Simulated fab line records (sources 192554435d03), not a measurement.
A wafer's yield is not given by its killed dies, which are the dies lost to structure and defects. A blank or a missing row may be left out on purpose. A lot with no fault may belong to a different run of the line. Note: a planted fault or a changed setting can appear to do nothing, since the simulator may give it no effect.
fab line records / flow n5Finfet
record lots=11 wafers=33 lastDay=19
route steps=1938 shown BEOL_M9@1458 BEOL_M10@1470
lots that met no fault: from a run of the same line without faults
startH: start of the lot's first displayed wafer, in hours after the record's first day / waitH: hours elapsed since this lot's preceding step / " identical to the entry in the row above / L1.1+2: a row that stands for several wafers / - value missing, or start not given / * or withheld: withheld / < > ~ a bound
route shown NAME@n: a module of which the file shows steps, and the number in the route of the first / usual: the fault-free wafers' mean and standard deviation / same: alike in all rows / chamber/n: place in a boat / sites: the reading at each site / _std_site: standard deviation of those values / _edge_site: inner sites' mean taken away from outer sites' mean / radiusMm: how far each site lies from the wafer's centre / mask NAME#n: copy n / behind: the tool/chamber that last shaped the wafer / hold: reason for holding the lot/hours on hold/outcome of the hold / device: transistor that didn't switch, given as n, p or np / end of line: the tests these same wafers got at the end of their route / for a step that has no rows: nothing shown but its recipe / killed: dies that structure and defects cost at the first sort, which is not the same as the wafer's yield / map: shows each die of a wafer: x if killed, . if not, _ if none is there
set.NAME: the setting the step ran with; set.NAME@STEP: the setting that earlier step ran with / model.NAME: the simulator's own value behind a step, which no gauge read
a sample of lots followed through the steps of the route, with each step as a table and each wafer as a row
services: a tool's chamber out of use, with start hour (startH, from the record's first day; less than 0 if before it), hours out, and reason
## steps
# step N5_BEOL_M9_ALD_74
# recipe material=TaN targetThkA=20 tempC=275 aldPrecursorFamily=PDMAT aldCoReactant=NH3 pressureTorr=3 carrierFlowSccm=1500 pulseTimeS=2 purgeTimeS=3 coReactantPurgeTimeS=2 coReactantPulseTimeS=3 aldCycles=40 precursorVesselTempC=75 precursorVesselPressureTorr=26.25 precursorVesselCarrierSccm=1000
# usual heaterPowerW=430/54 mfcCarrierSccm=1501/3.9
# same coReactantPurgeTimeS=2
lot.wafer=L540.2 tool=aldMetal-03 chamber=1 startH=241.05 waitH=0.0 heaterPowerW=515 mfcCarrierSccm=1505
lot.wafer=L540.3 tool=aldMetal-03 chamber=0 startH=241.05 waitH=0.0 heaterPowerW=453 mfcCarrierSccm=1497
lot.wafer=L540.5 tool=aldMetal-03 chamber=3 startH=241.05 waitH=0.0 heaterPowerW=394 mfcCarrierSccm=1504
lot.wafer=L544.2 tool=aldMetal-03 chamber=0 startH=269.63 waitH=0.1 heaterPowerW=436 mfcCarrierSccm=1501
lot.wafer=L544.3 tool=aldMetal-03 chamber=3 startH=269.63 waitH=0.1 heaterPowerW=398 mfcCarrierSccm=1504
lot.wafer=L544.5 tool=aldMetal-03 chamber=2 startH=269.63 waitH=0.1 heaterPowerW=502 mfcCarrierSccm=1504
lot.wafer=L546.3 tool=aldMetal-01 chamber=0 startH=277.18 waitH=0.0 heaterPowerW=435 mfcCarrierSccm=1495
lot.wafer=L546.5 tool=aldMetal-01 chamber=1 startH=277.18 waitH=0.0 heaterPowerW=364 mfcCarrierSccm=1506
lot.wafer=L546.6 tool=aldMetal-01 chamber=2 startH=277.18 waitH=0.0 heaterPowerW=436 mfcCarrierSccm=1505
lot.wafer=L547.2 tool=aldMetal-04 chamber=1 startH=286.65 waitH=0.0 heaterPowerW=454 mfcCarrierSccm=1494
lot.wafer=L547.3 tool=aldMetal-04 chamber=0 startH=286.65 waitH=0.0 heaterPowerW=431 mfcCarrierSccm=1497
lot.wafer=L547.5 tool=aldMetal-04 chamber=3 startH=286.65 waitH=0.0 heaterPowerW=515 mfcCarrierSccm=1506
lot.wafer=L548.1 tool=aldMetal-04 chamber=2 startH=296.54 waitH=0.1 heaterPowerW=381 mfcCarrierSccm=1499
lot.wafer=L548.3 tool=aldMetal-04 chamber=3 startH=296.54 waitH=0.1 heaterPowerW=528 mfcCarrierSccm=1489
lot.wafer=L548.4 tool=aldMetal-04 chamber=0 startH=296.54 waitH=0.1 heaterPowerW=442 mfcCarrierSccm=1501
lot.wafer=L550.2 tool=aldMetal-04 chamber=0 startH=307.07 waitH=0.1 heaterPowerW=425 mfcCarrierSccm=1500
lot.wafer=L550.4 tool=aldMetal-04 chamber=3 startH=307.07 waitH=0.1 heaterPowerW=514 mfcCarrierSccm=1499
lot.wafer=L550.6 tool=aldMetal-04 chamber=2 startH=307.07 waitH=0.1 heaterPowerW=389 mfcCarrierSccm=1500
lot.wafer=L553.1 tool=aldMetal-03 chamber=1 startH=319.99 waitH=0.1 heaterPowerW=512 mfcCarrierSccm=1497
lot.wafer=L553.2 tool=aldMetal-03 chamber=0 startH=319.99 waitH=0.1 heaterPowerW=457 mfcCarrierSccm=1492
lot.wafer=L553.5 tool=aldMetal-03 chamber=3 startH=319.99 waitH=0.1 heaterPowerW=388 mfcCarrierSccm=1495
lot.wafer=L554.2 tool=aldMetal-01 chamber=3 startH=326.20 waitH=0.0 heaterPowerW=336 mfcCarrierSccm=1501
lot.wafer=L554.3 tool=aldMetal-01 chamber=0 startH=326.20 waitH=0.0 heaterPowerW=439 mfcCarrierSccm=1497
lot.wafer=L554.5 tool=aldMetal-01 chamber=2 startH=326.20 waitH=0.0 heaterPowerW=421 mfcCarrierSccm=1504
lot.wafer=L559.2 tool=aldMetal-04 chamber=1 startH=355.52 waitH=0.0 heaterPowerW=461 mfcCarrierSccm=1497
lot.wafer=L559.4 tool=aldMetal-04 chamber=0 startH=355.52 waitH=0.0 heaterPowerW=444 mfcCarrierSccm=1500
lot.wafer=L559.6 tool=aldMetal-04 chamber=3 startH=355.52 waitH=0.0 heaterPowerW=520 mfcCarrierSccm=1501
lot.wafer=L561.2 tool=aldMetal-01 chamber=3 startH=369.18 waitH=0.2 heaterPowerW=337 mfcCarrierSccm=1499
lot.wafer=L561.5 tool=aldMetal-01 chamber=0 startH=369.18 waitH=0.2 heaterPowerW=426 mfcCarrierSccm=1501
lot.wafer=L561.6 tool=aldMetal-01 chamber=3 startH=369.18 waitH=0.2 heaterPowerW=342 mfcCarrierSccm=1497
lot.wafer=L562.1 tool=aldMetal-01 chamber=0 startH=380.38 waitH=0.1 heaterPowerW=434 mfcCarrierSccm=1507
lot.wafer=L562.3 tool=aldMetal-01 chamber=2 startH=380.38 waitH=0.1 heaterPowerW=422 mfcCarrierSccm=1506
lot.wafer=L562.4 tool=aldMetal-01 chamber=3 startH=380.38 waitH=0.1 heaterPowerW=338 mfcCarrierSccm=1507
# step N5_BEOL_M9_SURFACE_TREAT_79
# recipe gas=Ar timeS=* ionEnergyEv=* ionCurrentMaCm2=0.5 pressureMtorr=* arFlowSccm=30
# usual throttleValvePct=*
lot.wafer=L540.2 tool=pvdSputter-01 chamber=- startH=241.46 waitH=0.3 throttleValvePct=*
lot.wafer=L540.3 tool=pvdSputter-01 chamber=- startH=241.46 waitH=0.3 throttleValvePct=*
lot.wafer=L540.5 tool=pvdSputter-01 chamber=- startH=241.46 waitH=0.3 throttleValvePct=*
lot.wafer=L544.2 tool=pvdSputter-03 chamber=- startH=270.06 waitH=0.3 throttleValvePct=*
lot.wafer=L544.3 tool=pvdSputter-03 chamber=- startH=270.06 waitH=0.3 throttleValvePct=*
lot.wafer=L544.5 tool=pvdSputter-03 chamber=- startH=270.06 waitH=0.3 throttleValvePct=*
lot.wafer=L546.3 tool=pvdSputter-01 chamber=- startH=278.96 waitH=1.7 throttleValvePct=*
lot.wafer=L546.5 tool=pvdSputter-01 chamber=- startH=278.96 waitH=1.7 throttleValvePct=*
lot.wafer=L546.6 tool=pvdSputter-01 chamber=- startH=278.96 waitH=1.7 throttleValvePct=*
lot.wafer=L547.2 tool=pvdSputter-02 chamber=- startH=286.93 waitH=0.2 throttleValvePct=*
lot.wafer=L547.3 tool=pvdSputter-02 chamber=- startH=286.93 waitH=0.2 throttleValvePct=*
lot.wafer=L547.5 tool=pvdSputter-02 chamber=- startH=286.93 waitH=0.2 throttleValvePct=*
lot.wafer=L548.1 tool=pvdSputter-01 chamber=- startH=296.88 waitH=0.2 throttleValvePct=*
lot.wafer=L548.3 tool=pvdSputter-01 chamber=- startH=296.88 waitH=0.2 throttleValvePct=*
lot.wafer=L548.4 tool=pvdSputter-01 chamber=- startH=296.88 waitH=0.2 throttleValvePct=*
lot.wafer=L550.2 tool=pvdSputter-02 chamber=- startH=307.56 waitH=0.4 throttleValvePct=*
lot.wafer=L550.4 tool=pvdSputter-02 chamber=- startH=307.56 waitH=0.4 throttleValvePct=*
lot.wafer=L550.6 tool=pvdSputter-02 chamber=- startH=307.56 waitH=0.4 throttleValvePct=*
lot.wafer=L553.1 tool=pvdSputter-02 chamber=- startH=320.30 waitH=0.2 throttleValvePct=*
lot.wafer=L553.2 tool=pvdSputter-02 chamber=- startH=320.30 waitH=0.2 throttleValvePct=*
lot.wafer=L553.5 tool=pvdSputter-02 chamber=- startH=320.30 waitH=0.2 throttleValvePct=*
lot.wafer=L554.2 tool=pvdSputter-02 chamber=- startH=328.14 waitH=1.8 throttleValvePct=*
lot.wafer=L554.3 tool=pvdSputter-02 chamber=- startH=328.14 waitH=1.8 throttleValvePct=*
lot.wafer=L554.5 tool=pvdSputter-02 chamber=- startH=328.14 waitH=1.8 throttleValvePct=*
lot.wafer=L559.2 tool=pvdSputter-01 chamber=- startH=355.84 waitH=0.2 throttleValvePct=*
lot.wafer=L559.4 tool=pvdSputter-01 chamber=- startH=355.84 waitH=0.2 throttleValvePct=*
lot.wafer=L559.6 tool=pvdSputter-01 chamber=- startH=355.84 waitH=0.2 throttleValvePct=*
lot.wafer=L561.2 tool=pvdSputter-01 chamber=- startH=369.47 waitH=0.2 throttleValvePct=*
lot.wafer=L561.5 tool=pvdSputter-01 chamber=- startH=369.47 waitH=0.2 throttleValvePct=*
lot.wafer=L561.6 tool=pvdSputter-01 chamber=- startH=369.47 waitH=0.2 throttleValvePct=*
lot.wafer=L562.1 tool=pvdSputter-03 chamber=- startH=381.90 waitH=1.4 throttleValvePct=*
lot.wafer=L562.3 tool=pvdSputter-03 chamber=- startH=381.90 waitH=1.4 throttleValvePct=*
lot.wafer=L562.4 tool=pvdSputter-03 chamber=- startH=381.90 waitH=1.4 throttleValvePct=*
# step N5_BEOL_M10_ILD_DEP_00
# recipe material=SiCOH_lowk targetThkA=3085.1 tempC=300 precursor=DEMS/porogen pressureTorr=5 rfW=500 timeS=58
# usual heaterPowerW=316/67 showerheadPlenumPTorr=5.738/0.018 throttleValvePct=14.1/0.47
lot.wafer=L540.2 tool=pecvd-04 chamber=1 startH=242.84 waitH=0.0 heaterPowerW=202 showerheadPlenumPTorr=5.720 throttleValvePct=13.9
lot.wafer=L540.3 tool=pecvd-04 chamber=0 startH=242.84 waitH=0.0 heaterPowerW=340 showerheadPlenumPTorr=5.742 throttleValvePct=13.7
lot.wafer=L540.5 tool=pecvd-04 chamber=1 startH=242.84 waitH=0.0 heaterPowerW=208 showerheadPlenumPTorr=5.728 throttleValvePct=14.2
lot.wafer=L544.2 tool=pecvd-04 chamber=0 startH=273.54 waitH=0.0 heaterPowerW=393 showerheadPlenumPTorr=5.737 throttleValvePct=13.9
lot.wafer=L544.3 tool=pecvd-04 chamber=2 startH=273.54 waitH=0.0 heaterPowerW=268 showerheadPlenumPTorr=5.718 throttleValvePct=13.7
lot.wafer=L544.5 tool=pecvd-04 chamber=1 startH=273.54 waitH=0.0 heaterPowerW=180 showerheadPlenumPTorr=5.714 throttleValvePct=13.8
lot.wafer=L546.3 tool=pecvd-03 chamber=0 startH=280.28 waitH=0.0 heaterPowerW=321 showerheadPlenumPTorr=5.746 throttleValvePct=14.0
lot.wafer=L546.5 tool=pecvd-03 chamber=1 startH=280.28 waitH=0.0 heaterPowerW=314 showerheadPlenumPTorr=5.734 throttleValvePct=14.3
lot.wafer=L546.6 tool=pecvd-03 chamber=0 startH=280.28 waitH=0.0 heaterPowerW=339 showerheadPlenumPTorr=5.756 throttleValvePct=14.4
lot.wafer=L547.2 tool=pecvd-04 chamber=1 startH=289.96 waitH=0.0 heaterPowerW=215 showerheadPlenumPTorr=5.703 throttleValvePct=14.3
lot.wafer=L547.3 tool=pecvd-04 chamber=2 startH=289.96 waitH=0.0 heaterPowerW=246 showerheadPlenumPTorr=5.719 throttleValvePct=13.5
lot.wafer=L547.5 tool=pecvd-04 chamber=1 startH=289.96 waitH=0.0 heaterPowerW=225 showerheadPlenumPTorr=5.724 throttleValvePct=14.1
lot.wafer=L548.1 tool=pecvd-04 chamber=0 startH=298.17 waitH=0.0 heaterPowerW=327 showerheadPlenumPTorr=5.736 throttleValvePct=13.8
lot.wafer=L548.3 tool=pecvd-04 chamber=2 startH=298.17 waitH=0.0 heaterPowerW=292 showerheadPlenumPTorr=5.721 throttleValvePct=13.5
lot.wafer=L548.4 tool=pecvd-04 chamber=1 startH=298.17 waitH=0.0 heaterPowerW=232 showerheadPlenumPTorr=5.727 throttleValvePct=14.1
lot.wafer=L550.2 tool=pecvd-04 chamber=2 startH=309.76 waitH=0.0 heaterPowerW=285 showerheadPlenumPTorr=5.705 throttleValvePct=13.4
lot.wafer=L550.4 tool=pecvd-04 chamber=1 startH=309.76 waitH=0.0 heaterPowerW=238 showerheadPlenumPTorr=5.737 throttleValvePct=14.3
lot.wafer=L550.6 tool=pecvd-04 chamber=0 startH=309.76 waitH=0.0 heaterPowerW=402 showerheadPlenumPTorr=5.740 throttleValvePct=13.9
lot.wafer=L553.1 tool=pecvd-04 chamber=2 startH=321.81 waitH=0.0 heaterPowerW=290 showerheadPlenumPTorr=5.718 throttleValvePct=13.6
lot.wafer=L553.2 tool=pecvd-04 chamber=0 startH=321.81 waitH=0.0 heaterPowerW=404 showerheadPlenumPTorr=5.736 throttleValvePct=14.0
lot.wafer=L553.5 tool=pecvd-04 chamber=1 startH=321.81 waitH=0.0 heaterPowerW=223 showerheadPlenumPTorr=5.698 throttleValvePct=14.3
lot.wafer=L554.2 tool=pecvd-01 chamber=1 startH=329.65 waitH=0.0 heaterPowerW=270 showerheadPlenumPTorr=5.746 throttleValvePct=15.1
lot.wafer=L554.3 tool=pecvd-01 chamber=0 startH=329.65 waitH=0.0 heaterPowerW=381 showerheadPlenumPTorr=5.747 throttleValvePct=14.5
lot.wafer=L554.5 tool=pecvd-01 chamber=1 startH=329.65 waitH=0.0 heaterPowerW=287 showerheadPlenumPTorr=5.742 throttleValvePct=15.2
lot.wafer=L559.2 tool=pecvd-01 chamber=0 startH=357.73 waitH=0.0 heaterPowerW=360 showerheadPlenumPTorr=5.757 throttleValvePct=14.4
lot.wafer=L559.4 tool=pecvd-01 chamber=2 startH=357.73 waitH=0.0 heaterPowerW=475 showerheadPlenumPTorr=5.765 throttleValvePct=14.9
lot.wafer=L559.6 tool=pecvd-01 chamber=0 startH=357.73 waitH=0.0 heaterPowerW=378 showerheadPlenumPTorr=5.752 throttleValvePct=14.2
lot.wafer=L561.2 tool=pecvd-03 chamber=1 startH=372.16 waitH=0.0 heaterPowerW=345 showerheadPlenumPTorr=5.718 throttleValvePct=14.2
lot.wafer=L561.5 tool=pecvd-03 chamber=1 startH=372.16 waitH=0.0 heaterPowerW=266 showerheadPlenumPTorr=5.724 throttleValvePct=14.1
lot.wafer=L561.6 tool=pecvd-03 chamber=0 startH=372.16 waitH=0.0 heaterPowerW=299 showerheadPlenumPTorr=5.758 throttleValvePct=14.2
lot.wafer=L562.1 tool=pecvd-01 chamber=1 startH=383.37 waitH=0.0 heaterPowerW=286 showerheadPlenumPTorr=5.744 throttleValvePct=15.2
lot.wafer=L562.3 tool=pecvd-01 chamber=0 startH=383.37 waitH=0.0 heaterPowerW=348 showerheadPlenumPTorr=5.757 throttleValvePct=14.3
lot.wafer=L562.4 tool=pecvd-01 chamber=1 startH=383.37 waitH=0.0 heaterPowerW=289 showerheadPlenumPTorr=5.732 throttleValvePct=15.3
# step N5_BEOL_M10_PECVD_70
# recipe material=SiO2 targetThkA=200 tempC=400 precursor=TEOS/O2 pressureTorr=5.5 rfW=450 teosFlowSccm=53.8 gas=O2 flowSccm=3000 timeS=22.7
# usual heaterPowerW=752/130 showerheadPlenumPTorr=8.80/0.077 susceptorTempC=400.03/0.24 throttleValvePct=23.1/0.79
lot.wafer=L540.2 tool=pecvd-03 chamber=2 startH=243.47 waitH=0.0 heaterPowerW=717 showerheadPlenumPTorr=8.75 susceptorTempC=400.10 throttleValvePct=22.1
lot.wafer=L540.3 tool=pecvd-03 chamber=1 startH=243.47 waitH=0.0 heaterPowerW=700 showerheadPlenumPTorr=8.74 susceptorTempC=399.84 throttleValvePct=23.0
lot.wafer=L540.5 tool=pecvd-03 chamber=1 startH=243.47 waitH=0.0 heaterPowerW=720 showerheadPlenumPTorr=8.71 susceptorTempC=399.52 throttleValvePct=22.9
lot.wafer=L544.2 tool=pecvd-01 chamber=2 startH=274.64 waitH=0.0 heaterPowerW=1027 showerheadPlenumPTorr=8.93 susceptorTempC=399.79 throttleValvePct=23.6
lot.wafer=L544.3 tool=pecvd-01 chamber=0 startH=274.64 waitH=0.0 heaterPowerW=759 showerheadPlenumPTorr=8.86 susceptorTempC=400.42 throttleValvePct=23.1
lot.wafer=L544.5 tool=pecvd-01 chamber=2 startH=274.64 waitH=0.0 heaterPowerW=1022 showerheadPlenumPTorr=8.92 susceptorTempC=400.07 throttleValvePct=23.8
lot.wafer=L546.3 tool=pecvd-04 chamber=1 startH=281.38 waitH=0.0 heaterPowerW=558 showerheadPlenumPTorr=8.72 susceptorTempC=400.33 throttleValvePct=22.9
lot.wafer=L546.5 tool=pecvd-04 chamber=1 startH=281.38 waitH=0.0 heaterPowerW=544 showerheadPlenumPTorr=8.72 susceptorTempC=399.99 throttleValvePct=22.9
lot.wafer=L546.6 tool=pecvd-04 chamber=0 startH=281.38 waitH=0.0 heaterPowerW=766 showerheadPlenumPTorr=8.79 susceptorTempC=400.31 throttleValvePct=22.5
lot.wafer=L547.2 tool=pecvd-03 chamber=2 startH=290.62 waitH=0.1 heaterPowerW=748 showerheadPlenumPTorr=8.74 susceptorTempC=399.85 throttleValvePct=21.9
lot.wafer=L547.3 tool=pecvd-03 chamber=0 startH=290.62 waitH=0.1 heaterPowerW=681 showerheadPlenumPTorr=8.85 susceptorTempC=399.91 throttleValvePct=23.2
lot.wafer=L547.5 tool=pecvd-03 chamber=1 startH=290.62 waitH=0.1 heaterPowerW=794 showerheadPlenumPTorr=8.72 susceptorTempC=400.02 throttleValvePct=23.3
lot.wafer=L548.1 tool=pecvd-04 chamber=1 startH=299.28 waitH=0.0 heaterPowerW=581 showerheadPlenumPTorr=8.71 susceptorTempC=400.20 throttleValvePct=22.6
lot.wafer=L548.3 tool=pecvd-04 chamber=2 startH=299.28 waitH=0.0 heaterPowerW=600 showerheadPlenumPTorr=8.69 susceptorTempC=400.05 throttleValvePct=21.7
lot.wafer=L548.4 tool=pecvd-04 chamber=1 startH=299.28 waitH=0.0 heaterPowerW=575 showerheadPlenumPTorr=8.72 susceptorTempC=400.03 throttleValvePct=22.5
lot.wafer=L550.2 tool=pecvd-01 chamber=2 startH=310.39 waitH=0.0 heaterPowerW=948 showerheadPlenumPTorr=8.95 susceptorTempC=399.94 throttleValvePct=23.8
lot.wafer=L550.4 tool=pecvd-01 chamber=1 startH=310.39 waitH=0.0 heaterPowerW=639 showerheadPlenumPTorr=8.78 susceptorTempC=399.55 throttleValvePct=24.7
lot.wafer=L550.6 tool=pecvd-01 chamber=0 startH=310.39 waitH=0.0 heaterPowerW=900 showerheadPlenumPTorr=8.83 susceptorTempC=399.72 throttleValvePct=23.0
lot.wafer=L553.1 tool=pecvd-03 chamber=2 startH=322.44 waitH=0.0 heaterPowerW=619 showerheadPlenumPTorr=8.74 susceptorTempC=394.38 throttleValvePct=22.1
lot.wafer=L553.2 tool=pecvd-03 chamber=0 startH=322.44 waitH=0.0 heaterPowerW=622 showerheadPlenumPTorr=8.82 susceptorTempC=399.94 throttleValvePct=23.2
lot.wafer=L553.5 tool=pecvd-03 chamber=1 startH=322.44 waitH=0.0 heaterPowerW=742 showerheadPlenumPTorr=8.72 susceptorTempC=400.08 throttleValvePct=22.9
lot.wafer=L554.2 tool=pecvd-03 chamber=2 startH=330.28 waitH=0.0 heaterPowerW=725 showerheadPlenumPTorr=8.74 susceptorTempC=394.24 throttleValvePct=22.3
lot.wafer=L554.3 tool=pecvd-03 chamber=0 startH=330.28 waitH=0.0 heaterPowerW=681 showerheadPlenumPTorr=8.84 susceptorTempC=399.45 throttleValvePct=22.9
lot.wafer=L554.5 tool=pecvd-03 chamber=0 startH=330.28 waitH=0.0 heaterPowerW=657 showerheadPlenumPTorr=8.85 susceptorTempC=399.77 throttleValvePct=23.0
lot.wafer=L559.2 tool=pecvd-04 chamber=2 startH=358.35 waitH=0.0 heaterPowerW=564 showerheadPlenumPTorr=8.68 susceptorTempC=399.63 throttleValvePct=22.3
lot.wafer=L559.4 tool=pecvd-04 chamber=2 startH=358.35 waitH=0.0 heaterPowerW=579 showerheadPlenumPTorr=8.71 susceptorTempC=399.68 throttleValvePct=22.2
lot.wafer=L559.6 tool=pecvd-04 chamber=0 startH=358.35 waitH=0.0 heaterPowerW=797 showerheadPlenumPTorr=8.79 susceptorTempC=400.04 throttleValvePct=22.5
lot.wafer=L561.2 tool=pecvd-04 chamber=0 startH=372.83 waitH=0.0 heaterPowerW=787 showerheadPlenumPTorr=8.78 susceptorTempC=400.15 throttleValvePct=22.2
lot.wafer=L561.5 tool=pecvd-04 chamber=0 startH=372.83 waitH=0.0 heaterPowerW=767 showerheadPlenumPTorr=8.77 susceptorTempC=400.15 throttleValvePct=22.2
lot.wafer=L561.6 tool=pecvd-04 chamber=2 startH=372.83 waitH=0.0 heaterPowerW=694 showerheadPlenumPTorr=8.71 susceptorTempC=400.49 throttleValvePct=22.1
lot.wafer=L562.1 tool=pecvd-01 chamber=2 startH=384.00 waitH=0.0 heaterPowerW=1017 showerheadPlenumPTorr=8.93 susceptorTempC=400.03 throttleValvePct=24.2
lot.wafer=L562.3 tool=pecvd-01 chamber=2 startH=384.00 waitH=0.0 heaterPowerW=1041 showerheadPlenumPTorr=8.93 susceptorTempC=399.96 throttleValvePct=24.3
lot.wafer=L562.4 tool=pecvd-01 chamber=0 startH=384.00 waitH=0.0 heaterPowerW=737 showerheadPlenumPTorr=8.86 susceptorTempC=399.96 throttleValvePct=22.9
## services
tool=pecvd-03 chamber=- startH=225.74 hours=3.7 kind=repair
tool=pecvd-01 chamber=0 startH=227.89 hours=4.0 kind=repair
tool=pecvd-03 chamber=0 startH=253.56 hours=2.1 kind=scheduledDown
tool=pecvd-04 chamber=2 startH=263.06 hours=2.1 kind=scheduledDown
tool=pecvd-01 chamber=- startH=274.98 hours=0.7 kind=repair
tool=pvdSputter-01 chamber=- startH=283.92 hours=0.7 kind=repair
tool=aldMetal-04 chamber=0 startH=293.29 hours=1.6 kind=repair
tool=pecvd-04 chamber=1 startH=324.98 hours=5.5 kind=scheduledDown
tool=aldMetal-04 chamber=- startH=335.82 hours=6.0 kind=pm
tool=aldMetal-03 chamber=- startH=337.25 hours=14.0 kind=pm
tool=aldMetal-03 chamber=0 startH=337.25 hours=14.0 kind=ventCycle
tool=aldMetal-03 chamber=1 startH=337.25 hours=14.0 kind=ventCycle
tool=aldMetal-03 chamber=2 startH=337.25 hours=14.0 kind=ventCycle
tool=aldMetal-03 chamber=3 startH=337.25 hours=14.0 kind=ventCycle
tool=aldMetal-03 chamber=0 startH=351.25 hours=- kind=clean
tool=aldMetal-03 chamber=- startH=358.95 hours=28.1 kind=pm
tool=pvdSputter-02 chamber=- startH=359.51 hours=2.0 kind=repair
tool=pecvd-01 chamber=- startH=365.75 hours=2.3 kind=repair
tool=pecvd-01 chamber=0 startH=368.80 hours=2.1 kind=scheduledDown
tool=aldMetal-04 chamber=- startH=376.18 hours=28.1 kind=pm
tool=pecvd-01 chamber=1 startH=383.62 hours=- kind=clean
tool=pecvd-01 chamber=1 startH=383.62 hours=- kind=consumableReplace:showerhead
tool=pecvd-01 chamber=1 startH=383.62 hours=29.0 kind=scheduledDown
tool=pecvd-01 chamber=1 startH=383.62 hours=29.0 kind=ventCycle
## key
firstSign step=N5_BEOL_M10_PECVD_70 reading=susceptorTempC direction=down sigmas=23 usual=* struck=*
effect none on later readings
metAt N5_BEOL_M10_PECVD_70
struckLots L553,L554
struckWafers L553.1,L554.2
notActingAt N5_BEOL_M9_ALD_74,N5_BEOL_M9_SURFACE_TREAT_79,N5_BEOL_M10_ILD_DEP_00
onsetBetween 290.62 322.44
fault kind=processParameterDrift tool=pecvd-03 chamber=2 onsetH=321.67 steps=N5_BEOL_M10_PECVD_70 channel=tempC offset=* shape=step endH=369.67 actsIn=* stated=*
